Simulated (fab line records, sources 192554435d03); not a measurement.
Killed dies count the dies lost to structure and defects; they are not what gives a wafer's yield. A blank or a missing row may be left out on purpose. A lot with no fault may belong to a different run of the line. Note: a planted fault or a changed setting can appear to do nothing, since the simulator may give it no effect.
fab line records | flow n5Finfet
record: lots: 24 wafers: 72 lastDay: 19
route steps=1938 shown BEOL_M2@929 BEOL_M3@944
lots that met no fault: taken from a fault-free run of the same line
startH: the number of hours between the record's first day and the start of the first shown wafer of the lot | waitH: time in hours since the lot's previous step | " identical to the entry in the row above | L1.1+2: a row that stands for several wafers | - no value, or no start was given | * or withheld: withheld | < > ~ a bound
route shown NAME@n: a module of which the file shows steps, and the number in the route of the first | usual: the fault-free wafers' mean and standard deviation | same: alike in all rows | chamber/n: place in a boat | sites: each site's reading | _std_site: the standard deviation of these | _edge_site: inner sites' mean taken away from outer sites' mean | radiusMm: how far each site lies from the wafer's centre | mask NAME#n: copy n | behind: tool/chamber where the wafer was last shaped | hold: cause of the lot's hold/its duration in hours/its outcome | device: which transistor (n, p or np) failed to switch | end of line: tests of these same wafers at the route's end | a step given without rows: its recipe and nothing more | killed: dies that structure and defects cost at the first sort, which is not the same as the wafer's yield | map: per-die view of a wafer (x killed, . not killed, _ where there is no die)
set.NAME: the setting the step ran with; set.NAME@STEP: the setting that earlier step ran with | model.NAME: the simulator's own value behind a step, which no gauge read
the route's steps for a sample of lots (tables are steps, rows are wafers)
services: a tool's chamber out of use, with start hour (startH, from the record's first day; less than 0 if before it), hours out, and reason
== steps ==
step: N5_BEOL_M2_RS_MEAS_58
recipe: thkMeasGauge: four-point-probe reads: Co_of_BEOL_M2_CO_CAP_55+Cu_of_BEOL_M2_ECD_50+Co_of_BEOL_M2_CVD_47+TaN_of_BEOL_M2_ALD_84
usual: M2_RS: 0.67/0.031
columns lot.wafer tool chamber startH waitH M2_RS[ohm/sq]
L074.1 filmMetro-02 - 140.02 0.0 0.63
L074.3 " - " " 0.70
L074.5 " - " " 0.64
L075.2 filmMetro-02 - 153.56 0.1 0.71
L075.4 " - " " 0.68
L075.6 " - " " 0.73
L077.1 filmMetro-02 - 154.06 0.0 0.68
L077.4 " - " " 0.64
L077.6 " - " " 0.68
L076.1 filmMetro-01 - 155.04 0.0 0.63
L076.4 " - " " 0.61
L076.6 " - " " 0.62
L078.2 filmMetro-02 - 168.13 0.1 0.66
L078.4 " - " " 0.62
L078.6 " - " " 0.65
L079.2 filmMetro-02 - 182.61 0.1 0.71
L079.3 " - " " 0.68
L079.5 " - " " 0.69
L080.1 filmMetro-01 - 184.44 0.1 0.66
L080.3 " - " " 0.71
L080.5 " - " " 0.67
L082.1 filmMetro-02 - 195.35 0.0 0.68
L082.4 " - " " 0.66
L082.5 " - " " 0.66
L081.1 filmMetro-01 - 200.97 0.0 0.64
L081.2 " - " " 0.69
L081.6 " - " " 0.66
L083.2 filmMetro-02 - 206.43 0.1 0.72
L083.4 " - " " 0.66
L083.6 " - " " 0.70
L084.2 filmMetro-02 - 215.30 0.1 0.69
L084.5 " - " " 0.74
L084.6 " - " " 0.66
L085.2 filmMetro-02 - 221.58 0.1 0.67
L085.5 " - " " 0.65
L085.6 " - " " 0.67
L087.2 filmMetro-02 - 227.61 0.1 0.65
L087.3 " - " " 0.58
L087.6 " - " " 0.64
L086.1 filmMetro-01 - 230.77 0.0 0.64
L086.3 " - " " 0.67
L086.5 " - " " 0.68
L088.2 filmMetro-01 - 233.77 0.1 0.64
L088.3 " - " " 0.62
L088.4 " - " " 0.66
L089.1 filmMetro-01 - 238.49 0.0 0.71
L089.4 " - " " 0.69
L089.6 " - " " 0.71
L090.3 filmMetro-02 - 243.89 0.1 0.69
L090.4 " - " " 0.69
L090.6 " - " " 0.68
L091.2 filmMetro-02 - 251.47 0.1 0.70
L091.5 " - " " 0.70
L091.6 " - " " 0.68
L092.3 filmMetro-01 - 254.83 0.1 0.67
L092.5 " - " " 0.72
L092.6 " - " " 0.64
L093.2 filmMetro-01 - 262.31 0.1 0.67
L093.3 " - " " 0.66
L093.4 " - " " 0.68
L095.2 filmMetro-02 - 271.44 0.1 0.67
L095.5 " - " " 0.65
L095.6 " - " " 0.67
L094.3 filmMetro-02 - 279.14 0.1 0.65
L094.5 " - " " 0.69
L094.6 " - " " 0.65
L096.1 filmMetro-02 - 284.52 0.0 0.67
L096.2 " - " " 0.70
L096.5 " - " " 0.66
L097.3 filmMetro-01 - 317.41 0.1 0.65
L097.4 " - " " 0.63
L097.5 " - " " 0.64
step: N5_BEOL_M3_CD_MEAS_11
recipe: targetCdNm: 17.05 landingEnergyEv: 500 detector: seInlens polarity: opening
usual: cdNm: 17.05/0.23
columns lot.wafer tool chamber startH waitH cdNm
L074.1 cdSem-02 0 142.98 - 17.05
L074.3 " 0 " " 17.42
L074.5 " 0 " " 17.29
L075.2 cdSem-03 0 154.90 - 17.41
L075.4 " 0 " " 17.35
L075.6 " 0 " " 17.13
L077.1 cdSem-01 0 155.00 - 17.26
L077.4 " 0 " " 17.41
L077.6 " 0 " " 16.95
L076.1 cdSem-01 0 155.68 - 17.11
L076.4 " 0 " " 17.40
L076.6 " 0 " " 17.24
L078.2 cdSem-01 0 169.42 - 17.10
L078.4 " 0 " " 16.72
L078.6 " 0 " " 17.14
L079.2 cdSem-01 0 184.74 - 17.04
L079.3 " 0 " " 17.03
L079.5 " 0 " " 17.37
L080.1 cdSem-03 0 185.65 - 17.42
L080.3 " 0 " " 17.66
L080.5 " 0 " " 17.21
L082.1 cdSem-03 0 198.56 - 17.14
L082.4 " 0 " " 17.20
L082.5 " 0 " " 17.21
L081.1 cdSem-02 0 201.71 - 17.34
L081.2 " 0 " " 16.79
L081.6 " 0 " " 17.39
L083.2 cdSem-03 0 208.99 - 16.89
L083.4 " 0 " " 17.07
L083.6 " 0 " " 16.92
L084.2 cdSem-01 0 216.58 - 16.95
L084.5 " 0 " " 17.21
L084.6 " 0 " " 16.83
L085.2 cdSem-02 0 222.94 - 17.20
L085.5 " 0 " " 16.63
L085.6 " 0 " " 17.05
L087.2 cdSem-02 0 229.83 - 17.22
L087.3 " 0 " " 17.36
L087.6 " 0 " " 16.86
L086.1 cdSem-02 0 233.42 - 17.07
L086.3 " 0 " " 16.76
L086.5 " 0 " " 16.93
L088.2 cdSem-03 0 235.05 - 16.91
L088.3 " 0 " " 16.81
L088.4 " 0 " " 16.74
L089.1 cdSem-01 0 240.06 - 16.97
L089.4 " 0 " " 17.34
L089.6 " 0 " " 16.94
L090.3 cdSem-03 0 244.98 - 16.94
L090.4 " 0 " " 16.94
L090.6 " 0 " " 16.92
L091.2 cdSem-02 0 252.50 - 16.87
L091.5 " 0 " " 16.84
L091.6 " 0 " " 16.85
L092.3 cdSem-01 0 257.93 - 16.86
L092.5 " 0 " " 16.81
L092.6 " 0 " " 17.35
L093.2 cdSem-03 0 264.55 - 17.17
L093.3 " 0 " " 17.12
L093.4 " 0 " " 17.09
L095.2 cdSem-02 0 274.43 - 16.86
L095.5 " 0 " " 17.23
L095.6 " 0 " " 17.09
L094.3 cdSem-01 0 280.57 - 17.11
L094.5 " 0 " " 16.71
L094.6 " 0 " " 17.29
L096.1 cdSem-03 0 287.33 - 17.01
L096.2 " 0 " " 17.29
L096.5 " 0 " " 17.20
L097.3 cdSem-01 0 319.85 - 16.79
L097.4 " 0 " " 17.17
L097.5 " 0 " " 16.72
step: N5_BEOL_M3_STRIP_36
recipe: chemistry: N2/H2 powerW: 450 tempC: 40 pressureMtorr: 20 rfFrequencyHz: 6e+07 overashFraction: 0.3 biasPowerW: 7 h2Frac: 0.5 n2FlowSccm: 200 h2FlowSccm: 200
usual: drypumpMotorCurrentA: 5.6/0.53 oesProductAu: 0.77/0.076 rfVppV: 59.0/1.4 showerheadPlenumPTorr: 2.54/0.092 throttleValvePct: 23.66/0.26
same: overashFraction: 0.3
columns lot.wafer tool chamber startH waitH drypumpMotorCurrentA oesProductAu rfHoursCounterH rfVppV showerheadPlenumPTorr throttleValvePct
L074.1 rieDiel-04 3 146.36 0.0 4.9 0.76 159 59.3 2.63 23.80
L074.3 " 2 " " 5.1 0.72 184 56.6 2.41 23.39
L074.5 " 1 " " 4.9 0.77 - 57.5 2.64 24.20
L077.1 rieDiel-03 2 158.73 0.0 6.1 0.70 226 58.5 2.61 23.66
L077.4 " 2 " " 6.2 0.70 - 59.9 2.61 23.65
L077.6 " 2 " " 6.1 0.70 - 59.1 2.61 23.62
L075.2 rieDiel-03 1 159.28 0.0 6.1 0.73 151 59.8 2.54 23.79
L075.4 " 1 " " 6.1 0.73 - 59.8 2.54 23.77
L075.6 " 2 " " 6.1 0.70 - 60.4 2.61 23.64
L076.1 rieDiel-03 2 164.64 0.0 6.1 0.71 229 61.5 2.61 23.65
L076.4 " 0 " " 4.9 0.76 - 55.5 2.44 23.86
L076.6 " 2 " " 6.2 0.70 - 59.6 2.61 23.65
L078.2 rieDiel-03 1 171.36 0.0 6.0 0.72 156 56.9 2.53 23.83
L078.4 " 2 " " 6.2 0.70 - 55.8 2.61 23.64
L078.6 " 0 " " 4.9 0.76 - 59.1 2.44 23.86
L079.2 rieDiel-05 2 205.26 0.0 5.0 0.94 21 60.7 2.69 23.67
L079.3 " 0 " " 5.8 0.82 72 59.4 2.69 23.42
L079.5 " 0 " " 5.8 0.83 - 59.7 2.69 23.40
L080.1 rieDiel-04 1 205.32 0.0 4.9 0.75 165 60.0 2.63 24.21
L080.3 " 0 " " 5.3 0.75 157 59.3 2.54 23.37
L080.5 " 0 " " 5.3 0.74 - 57.4 2.55 23.37
L082.1 rieDiel-04 2 208.54 0.0 5.1 0.72 201 56.0 2.40 23.42
L082.4 " 0 " " 5.3 0.73 - 60.3 2.54 23.37
L082.5 " 0 " " 5.3 0.73 - 57.9 2.54 23.39
L081.1 rieDiel-03 2 211.72 0.0 6.1 0.69 248 60.3 2.60 23.68
L081.2 " 3 " " 6.3 0.94 13 59.9 2.47 23.60
L081.6 " 0 " " 4.9 0.76 - 59.1 2.43 23.88
L083.2 rieDiel-03 0 212.17 0.0 4.9 0.75 167 58.8 2.43 23.87
L083.4 " 1 " " 6.0 0.71 173 60.6 2.53 23.85
L083.6 " 2 " " 6.1 0.69 - 61.4 2.60 23.71
L084.2 rieDiel-03 1 220.72 0.0 6.0 0.72 176 59.2 2.53 23.82
L084.5 " 1 " " 6.0 0.71 - 56.6 2.52 23.81
L084.6 " 3 " " 6.3 0.94 - 55.2 2.47 23.63
L085.2 rieDiel-04 1 226.23 0.0 4.9 0.75 169 59.4 2.63 24.21
L085.5 " 3 " " 4.9 0.75 - 58.4 2.62 23.79
L085.6 " 0 " " 5.3 0.73 - 58.8 2.54 23.41
L087.2 rieDiel-03 2 239.68 0.0 6.1 1.00 1 60.4 2.60 23.08
L087.3 " 0 " " 4.9 0.75 178 58.5 2.43 23.92
L087.6 " 3 " " 6.3 0.91 - 59.0 2.47 23.61
L088.2 rieDiel-03 3 243.78 0.0 6.3 0.92 24 59.3 2.47 23.64
L088.3 " 0 " " 4.9 0.75 178 58.6 2.43 23.90
L088.4 " 1 " " 6.1 0.70 184 60.5 2.52 23.83
L086.1 rieDiel-04 1 243.91 0.0 4.9 0.73 174 59.4 2.63 24.23
L086.3 " 0 " " 5.3 0.72 171 60.7 2.54 23.37
L086.5 " 1 " " 5.0 0.74 - 60.5 2.63 24.21
L089.1 rieDiel-04 0 244.38 0.0 5.3 0.74 171 61.0 2.54 23.40
L089.4 " 2 " " 5.1 0.71 209 57.8 2.40 23.45
L089.6 " 3 " " 4.9 0.75 - 59.8 2.62 23.77
L090.3 rieDiel-05 3 250.71 0.0 6.1 0.87 52 58.1 2.45 23.30
L090.4 " 2 " " 5.1 0.92 33 57.8 2.68 23.70
L090.6 " 3 " " 6.2 0.87 - 56.8 2.45 23.28
L091.2 rieDiel-04 1 254.18 0.0 4.9 0.74 177 60.8 2.63 24.24
L091.5 " 0 " " 5.3 0.74 - 57.3 2.54 23.42
L091.6 " 1 " " 4.9 0.73 - 60.3 2.63 24.19
L092.3 rieDiel-05 2 275.02 0.0 5.1 0.89 41 58.7 2.68 23.71
L092.5 " 1 " " 5.6 0.79 - 60.4 2.67 23.62
L092.6 " 0 " " 5.8 0.79 - 60.9 2.68 23.45
L093.2 rieDiel-05 0 280.18 0.0 5.8 0.82 95 58.0 2.68 23.43
L093.3 " 3 " " 6.1 0.84 60 58.5 2.45 23.31
L093.4 " 2 " " 5.0 0.90 42 58.1 2.68 23.71
L095.2 rieDiel-04 3 283.46 0.0 4.9 0.74 194 61.1 2.61 23.83
L095.5 " 3 " " 4.9 0.73 - 58.6 2.62 23.81
L095.6 " 0 " " 5.3 0.71 - 59.9 2.53 23.40
L094.3 rieDiel-05 1 286.53 0.0 5.6 0.81 86 58.3 2.67 23.64
L094.5 " 0 " " 5.8 0.82 - 61.1 2.68 23.47
L094.6 " 3 " " 6.2 0.84 - 59.3 2.45 23.30
L096.1 rieDiel-03 3 294.57 0.0 6.3 0.87 40 59.5 2.46 23.66
L096.2 " 1 " " 6.0 0.70 199 57.9 2.51 23.85
L096.5 " 3 " " 6.3 0.89 - 57.3 2.46 23.62
L097.3 rieDiel-03 3 329.14 0.0 6.3 0.87 50 57.4 2.46 23.68
L097.4 " 2 " " 6.2 0.91 29 59.6 2.58 23.12
L097.5 " 3 " " 6.3 0.87 - 57.2 2.46 23.65
step: N5_BEOL_M3_DEGAS_44
recipe: ambient: vacuum tempC: 250 timeS: 60
usual: heaterPowerW: 326/33
columns lot.wafer tool chamber startH waitH heaterPowerW
L074.1 pvdSputter-03 - 146.99 0.3 325
L074.3 " - " " 298
L074.5 " - " " 297
L077.1 pvdSputter-03 - 159.47 0.3 287
L077.4 " - " " 328
L077.6 " - " " 289
L075.2 pvdSputter-02 - 160.04 0.3 299
L075.4 " - " " 319
L075.6 " - " " 299
L076.1 pvdSputter-03 - 165.17 0.2 295
L076.4 " - " " 319
L076.6 " - " " 293
L078.2 pvdSputter-02 - 172.50 0.8 386
L078.4 " - " " 326
L078.6 " - " " 395
L079.2 pvdSputter-01 - 205.65 0.0 385
L079.3 " - " " 319
L079.5 " - " " 324
L080.1 pvdSputter-03 - 205.73 0.0 289
L080.3 " - " " 290
L080.5 " - " " 326
L082.1 pvdSputter-03 - 209.84 0.9 319
L082.4 " - " " 293
L082.5 " - " " 326
L081.1 pvdSputter-03 - 212.34 0.3 300
L081.2 " - " " 286
L081.6 " - " " 288
L083.2 pvdSputter-03 - 212.68 0.2 304
L083.4 " - " " 310
L083.6 " - " " 286
L084.2 pvdSputter-03 - 221.95 0.9 334
L084.5 " - " " 313
L084.6 " - " " 324
L085.2 pvdSputter-03 - 226.75 0.2 302
L085.5 " - " " 318
L085.6 " - " " 321
L087.2 pvdSputter-01 - 240.49 0.5 316
L087.3 " - " " 334
L087.6 " - " " 374
L088.2 pvdSputter-01 - 244.51 0.4 393
L088.3 " - " " 316
L088.4 " - " " 323
L086.1 pvdSputter-01 - 244.69 0.4 322
L086.3 " - " " 387
L086.5 " - " " 382
L089.1 pvdSputter-03 - 245.23 0.5 298
L089.4 " - " " 297
L089.6 " - " " 295
L090.3 pvdSputter-02 - 251.55 0.5 324
L090.4 " - " " 394
L090.6 " - " " 290
L091.2 pvdSputter-02 - 254.71 0.2 286
L091.5 " - " " 298
L091.6 " - " " 397
L092.3 pvdSputter-03 - 275.63 0.3 303
L092.5 " - " " 301
L092.6 " - " " 319
L093.2 pvdSputter-03 - 280.69 0.2 301
L093.3 " - " " 315
L093.4 " - " " 331
L095.2 pvdSputter-01 - 284.22 0.4 313
L095.5 " - " " 382
L095.6 " - " " 373
L094.3 pvdSputter-01 - 287.30 0.4 380
L094.5 " - " " 383
L094.6 " - " " 330
L096.1 pvdSputter-01 - 294.97 0.0 317
L096.2 " - " " 332
L096.5 " - " " 379
L097.3 pvdSputter-01 - 330.10 0.6 327
L097.4 " - " " 367
L097.5 " - " " 375
step: N5_BEOL_M3_SPUTTER_48
recipe: material: Cu targetThkA: 45 tempC: -20 chamberPressurePa: 0.07 powerW: withheld timeS: 8.29
usual: throttleValvePct: 29.8/1.1
columns lot.wafer tool chamber startH waitH throttleValvePct
L074.1 pvdSputter-03 - 147.75 0.3 30.7
L074.3 " - " " 29.1
L074.5 " - " " 30.9
L077.1 pvdSputter-03 - 160.25 0.1 30.3
L077.4 " - " " 31.0
L077.6 " - " " 28.6
L075.2 pvdSputter-03 - 162.53 1.5 30.2
L075.4 " - " " 28.3
L075.6 " - " " 31.2
L076.1 pvdSputter-02 - 167.20 1.5 29.4
L076.4 " - " " 31.7
L076.6 " - " " 31.5
L078.2 pvdSputter-02 - 173.58 0.1 29.5
L078.4 " - " " 29.5
L078.6 " - " " 29.6
L079.2 pvdSputter-03 - 206.30 0.1 28.8
L079.3 " - " " 31.2
L079.5 " - " " 28.8
L080.1 pvdSputter-02 - 206.47 0.1 30.0
L080.3 " - " " 29.3
L080.5 " - " " 29.7
L082.1 pvdSputter-02 - 210.67 0.1 29.6
L082.4 " - " " 31.4
L082.5 " - " " 29.2
L081.1 pvdSputter-03 - 212.89 0.1 28.9
L081.2 " - " " 28.4
L081.6 " - " " 31.1
L083.2 pvdSputter-03 - 214.73 1.3 30.2
L083.4 " - " " 28.3
L083.6 " - " " 28.5
L084.2 pvdSputter-01 - 222.72 0.2 29.9
L084.5 " - " " 29.9
L084.6 " - " " 30.0
L085.2 pvdSputter-01 - 227.30 0.1 27.1
L085.5 " - " " 30.1
L085.6 " - " " 30.3
L087.2 pvdSputter-01 - 242.59 1.6 29.9
L087.3 " - " " 27.0
L087.6 " - " " 29.8
L088.2 pvdSputter-02 - 245.21 0.1 29.5
L088.3 " - " " 29.4
L088.4 " - " " 31.4
L086.1 pvdSputter-03 - 245.63 0.4 28.3
L086.3 " - " " 30.1
L086.5 " - " " 31.0
L089.1 pvdSputter-02 - 247.53 0.1 31.5
L089.4 " - " " 29.1
L089.6 " - " " 29.5
L090.3 pvdSputter-02 - 252.51 0.4 29.7
L090.4 " - " " 29.4
L090.6 " - " " 31.6
L091.2 pvdSputter-02 - 256.99 1.5 29.3
L091.5 " - " " 29.7
L091.6 " - " " 29.4
L092.3 pvdSputter-02 - 276.40 0.2 29.5
L092.5 " - " " 29.5
L092.6 " - " " 29.6
L093.2 pvdSputter-03 - 281.49 0.2 30.3
L093.3 " - " " 28.4
L093.4 " - " " 31.2
L095.2 pvdSputter-01 - 285.04 0.1 30.0
L095.5 " - " " 30.0
L095.6 " - " " 30.4
L094.3 pvdSputter-01 - 287.87 0.1 29.9
L094.5 " - " " 30.0
L094.6 " - " " 30.2
L096.1 pvdSputter-01 - 295.77 0.2 29.9
L096.2 " - " " 30.2
L096.5 " - " " 30.0
L097.3 pvdSputter-02 - 330.96 0.2 29.5
L097.4 " - " " 31.4
L097.5 " - " " 31.6
step: N5_BEOL_M3_SPUTTER_86
recipe: material: Cu targetThkA: 45 tempC: -20 chamberPressurePa: 0.07 powerW: withheld timeS: 8.29
usual: throttleValvePct: 29.9/1.1
columns lot.wafer tool chamber startH waitH throttleValvePct
L074.1 pvdSputter-03 - 148.41 0.1 30.9
L074.3 " - " " 29.0
L074.5 " - " " 31.0
L077.1 pvdSputter-03 - 160.91 0.1 30.5
L077.4 " - " " 31.0
L077.6 " - " " 28.4
L075.2 pvdSputter-03 - 163.19 0.1 30.3
L075.4 " - " " 28.3
L075.6 " - " " 31.0
L076.1 pvdSputter-02 - 167.86 0.1 29.5
L076.4 " - " " 31.8
L076.6 " - " " 31.4
L078.2 pvdSputter-02 - 174.24 0.1 29.6
L078.4 " - " " 29.2
L078.6 " - " " 29.7
L079.2 pvdSputter-03 - 206.96 0.1 28.8
L079.3 " - " " 31.1
L079.5 " - " " 28.3
L080.1 pvdSputter-02 - 207.13 0.1 29.8
L080.3 " - " " 29.0
L080.5 " - " " 29.6
L082.1 pvdSputter-02 - 211.33 0.1 29.7
L082.4 " - " " 31.8
L082.5 " - " " 29.5
L081.1 pvdSputter-03 - 213.55 0.1 28.9
L081.2 " - " " 28.5
L081.6 " - " " 30.9
L083.2 pvdSputter-03 - 215.39 0.1 30.2
L083.4 " - " " 28.3
L083.6 " - " " 28.1
L084.2 pvdSputter-01 - 223.38 0.1 30.0
L084.5 " - " " 30.3
L084.6 " - " " 30.0
L085.2 pvdSputter-01 - 227.96 0.1 26.9
L085.5 " - " " 30.2
L085.6 " - " " 30.1
L087.2 pvdSputter-01 - 243.25 0.1 29.9
L087.3 " - " " 27.1
L087.6 " - " " 30.2
L088.2 pvdSputter-02 - 245.87 0.1 29.6
L088.3 " - " " 29.3
L088.4 " - " " 31.8
L086.1 pvdSputter-03 - 246.29 0.1 28.6
L086.3 " - " " 30.2
L086.5 " - " " 31.0
L089.1 pvdSputter-02 - 248.19 0.1 31.7
L089.4 " - " " 29.2
L089.6 " - " " 29.9
L090.3 pvdSputter-02 - 253.17 0.1 29.8
L090.4 " - " " 29.0
L090.6 " - " " 31.3
L091.2 pvdSputter-02 - 257.65 0.1 29.3
L091.5 " - " " 29.7
L091.6 " - " " 29.7
L092.3 pvdSputter-02 - 277.06 0.1 29.4
L092.5 " - " " 29.5
L092.6 " - " " 29.6
L093.2 pvdSputter-03 - 282.15 0.1 30.0
L093.3 " - " " 28.5
L093.4 " - " " 30.8
L095.2 pvdSputter-01 - 285.70 0.1 30.1
L095.5 " - " " 30.2
L095.6 " - " " 30.3
L094.3 pvdSputter-01 - 288.53 0.1 30.1
L094.5 " - " " 30.1
L094.6 " - " " 30.0
L096.1 pvdSputter-01 - 296.43 0.1 29.9
L096.2 " - " " 30.3
L096.5 " - " " 30.2
L097.3 pvdSputter-02 - 331.62 0.1 29.6
L097.4 " - " " 31.7
L097.5 " - " " 31.6
== services ==
columns tool chamber startH hours kind
rieDiel-05 - 147.63 0.9 repair
rieDiel-03 3 153.55 - clean
rieDiel-03 3 153.55 - consumableReplace:focusRing
rieDiel-03 3 153.55 24.3 scheduledDown
rieDiel-03 3 153.55 24.3 ventCycle
rieDiel-03 0 154.99 7.7 repair
rieDiel-04 - 174.46 15.6 pm
rieDiel-05 2 179.59 5.7 repair
rieDiel-05 1 184.83 6.6 repair
rieDiel-03 0 196.77 6.4 repair
rieDiel-04 3 200.90 12.8 repair
rieDiel-04 2 216.19 9.9 repair
rieDiel-03 2 216.52 - clean
rieDiel-03 2 216.52 - consumableReplace:focusRing
rieDiel-03 2 216.52 17.4 scheduledDown
rieDiel-03 2 216.52 17.4 ventCycle
rieDiel-05 3 251.62 3.5 repair
rieDiel-03 - 253.91 0.7 repair
rieDiel-04 3 309.13 11.7 repair
rieDiel-04 1 326.22 4.5 repair
== key ==
fault none
